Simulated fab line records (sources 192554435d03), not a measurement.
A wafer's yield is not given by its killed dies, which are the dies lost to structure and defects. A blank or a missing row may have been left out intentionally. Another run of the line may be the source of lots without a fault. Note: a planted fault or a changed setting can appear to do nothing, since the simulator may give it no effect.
Chamber matching	flow n5-finfet	N5_BEOL_M6_ETCH_62 on rie-diel-05 has 4 sister chambers
The step etches SOC in N2/H2, target depth 110 nm, overetch 22 nm, time 165 s. 8 wafers are shown with their chamber, then 10 later ones without.

## WAFERS PAIRED WITH THEIR CHAMBERS
wafer	chamber	throttle-valve-pct (%)	drypump-motor-current-A (A)
L084.2	1	18.07	6.4
L086.5	1	18.08	6.5
L089.5	0	17.51	5.9
L089.6	3	17.93	4.9
L088.1	3	17.95	4.9
L088.6	2	17.34	5.2
L090.2	2	17.36	5.2
L090.5	0	17.50	6.0

## WAFERS MISSING THEIR CHAMBER
wafer	throttle-valve-pct (%)	drypump-motor-current-A (A)
L090.6	18.07	6.4
L091.4	18.08	6.4
L091.5	17.96	4.9
L091.6	17.52	5.9
L093.3	18.07	6.4
L093.5	17.53	5.9
L093.6	17.96	4.9
L097.1	17.97	4.9
L097.2	17.55	6.0
L097.6	17.55	6.0

## WHICH CHAMBER EACH ONE RAN IN
wafer	from the rows above	in truth
L090.6	1	1
L091.4	1	1
L091.5	3	3
L091.6	0	0
L093.3	1	1
L093.5	0	0
L093.6	3	3
L097.1	3	3
L097.2	0	0
L097.6	0	0
Correctly placed: 10 of 10. Can't be placed from these rows: 0. 0 placed wrongly.
How it was worked out, from the rows above alone: a wafer's distance from a chamber is the root of the sum, over the readings, of the square of ((its reading less the chamber's mean) divided by the reading's scatter). The wafer belongs to the nearest chamber; if the next one is less than 2 further off, it can't be placed. Each chamber's mean is taken over the wafers shown for it. How the scatter is found: for the shown wafers, subtract from each reading the mean of its chamber, square and add these, divide the total by (wafers less chambers), then take the root.
